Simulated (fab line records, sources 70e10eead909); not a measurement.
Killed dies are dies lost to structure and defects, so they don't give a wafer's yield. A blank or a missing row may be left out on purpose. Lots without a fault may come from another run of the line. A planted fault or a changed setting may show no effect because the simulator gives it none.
A struck lot beside a sound one | flow nand_harc | 25 steps out of a route of 1159
Sound: wafers L669.4, L669.5, L669.6. Struck: wafers L668.2, L668.3, L668.4. The cause comes at the end.
At each step with rows: each side's tool, then ch and its chambers, then its first start. Under that, the readings that differ: sound wafers | struck wafers | difference of the means | sigmas: that difference in standard deviations of wafers without a fault.
alike: readings whose means differ by less than 2 such deviations, and words and numbers that are the same on both sides. not compared: withheld readings, readings that some wafer has no value for, bounds like >300 that may hide the same value, and numbers for which the record gives no deviation and whose values overlap.
The two part at a step that has a row with sigmas, a row that says differs or no value, or rows on one side only. Numbers that don't overlap but have no deviation are shown without sigmas and don't part them. A reading that every wafer of one side lacks parts them only if that side has two wafers or more.

first, 2 steps without rows for these wafers: NHARC_A_WL_FILL_PRECLEAN_30 (cleans in dHF, time 10 s); NHARC_A_WL_FILL_SRD_14.
NHARC_A_WL_FILL_ALD_19: deposits TiN, target thk 2 nm, pulse time 3 s, ald cycles 100.
  sound on ald_metal-02 ch 2,3, day 18 06:59; struck on ald_metal-01 ch 0,3, day 18 06:58
  alike: heater_power_w, precursor_pulse_height_rel
NHARC_A_WL_FILL_CVD_20: deposits W, target thk 75 nm, time 5064 s.
  sound on cvd_w-01 ch 0,1; struck on cvd_w-02 ch 0,1
  alike: heater_power_w, throttle_valve_pct
NHARC_A_WL_FILL_CMP_12: polishes, t overpolish 30 s, target thk 75 nm.
  sound on cmp-03 ch 1,2,3, day 18 13:09; struck on cmp-01 ch 1,2,3, day 18 13:23
  alike: edge_zone_pressure_frac, motor_current_A, overpolish_run_s, time_to_endpoint_s
then, 1 step without rows for these wafers: NHARC_A_WL_FILL_SRD_31.
NHARC_A_WL_FILL_INSPECT_15:
  sound on defect_inspect-02, day 18 13:34; struck on defect_inspect-01, day 18 13:51
  alike: raw_defect_count
NHARC_A_CONTACT_DEP_24: deposits SiO2, target thk 500 nm.
  sound on pecvd-01 ch 0,1,2, day 18 13:49; struck on pecvd-02 ch 0,1,2, day 18 13:59
  alike: heater_power_w, throttle_valve_pct
NHARC_A_CONTACT_DEP_28: deposits aC, target thk 3600 nm.
  sound on acl_dep-02 ch 0, day 18 15:22; struck on acl_dep-01 ch 0, day 18 14:55
  alike: throttle_valve_pct
NHARC_A_CONTACT_DEP_29: deposits SiON, target thk 70 nm.
  sound on pecvd-01 ch 0,1,2, day 18 16:34; struck on pecvd-01 ch 0,1, day 18 16:51
  alike: heater_power_w
then, 10 steps without rows for these wafers: NHARC_A_CONTACT_DEHYDRATE_32 (time 120 s); NHARC_A_CONTACT_HMDS_33 (time 30 s); NHARC_A_CONTACT_COAT_34 (time 75 s); NHARC_A_CONTACT_COAT_35 (time 65 s); NHARC_A_CONTACT_COAT_36 (resist thk 90 nm); NHARC_A_CONTACT_SOFTBAKE_37 (time 55 s); NHARC_A_CONTACT_EBR_38; NHARC_A_CONTACT_EXPOSE_39 (exposes mask A CC 3); NHARC_A_CONTACT_PEB_40 (peb time 65 s); NHARC_A_CONTACT_DEVELOP_41 (develop time 35 s).
NHARC_A_CONTACT_CD_MEAS_42: target cd 200 nm.
  sound on cd_sem-03 ch 0, day 18 17:13; struck on cd_sem-03 ch 0, day 18 17:25
  alike: cd_nm
NHARC_A_CONTACT_OVL_MEAS_43:
  sound on overlay-01, day 18 17:17; struck on overlay-01, day 18 17:31
  alike: overlay_x_nm, overlay_y_nm
NHARC_A_CONTACT_INSPECT_44:
  sound on defect_inspect-01, day 18 17:20; struck on defect_inspect-02, day 18 17:33
  reading          | sound   | struck         | difference | sigmas
  raw_defect_count | 12 13 7 | 1323 1348 1354 | +1331      | +99 or more
then, 1 step without rows for these wafers: NHARC_A_CONTACT_DESCUM_47 (chemistry O2, time 3 s).
-- the record jumps here: 3 days lie between the struck wafers' starts before and after (it left off in module A_CONTACT and takes up again in module END, whose first step shown is number 1159 of the route) --
NHARC_END_SORT_01:
  sound on prober-01 ch 0, day 21 16:55; struck on prober-02 ch 0, day 21 18:11
  reading             | sound    | struck      | difference | sigmas
  killed_at_array     | 14 14 15 | 132 127 140 | +119       | +12
  killed_at_periphery | 5 11 10  | 3 2 3       | -6         | -3
  killed_dies         | 20 27 25 | 135 130 143 | +112       | +10
  alike: killed_at_other, killed_open, killed_short

WHERE THEY PART
First at NHARC_A_CONTACT_INSPECT_44; last, within this record, at NHARC_END_SORT_01.

WHY: what the simulator had put in
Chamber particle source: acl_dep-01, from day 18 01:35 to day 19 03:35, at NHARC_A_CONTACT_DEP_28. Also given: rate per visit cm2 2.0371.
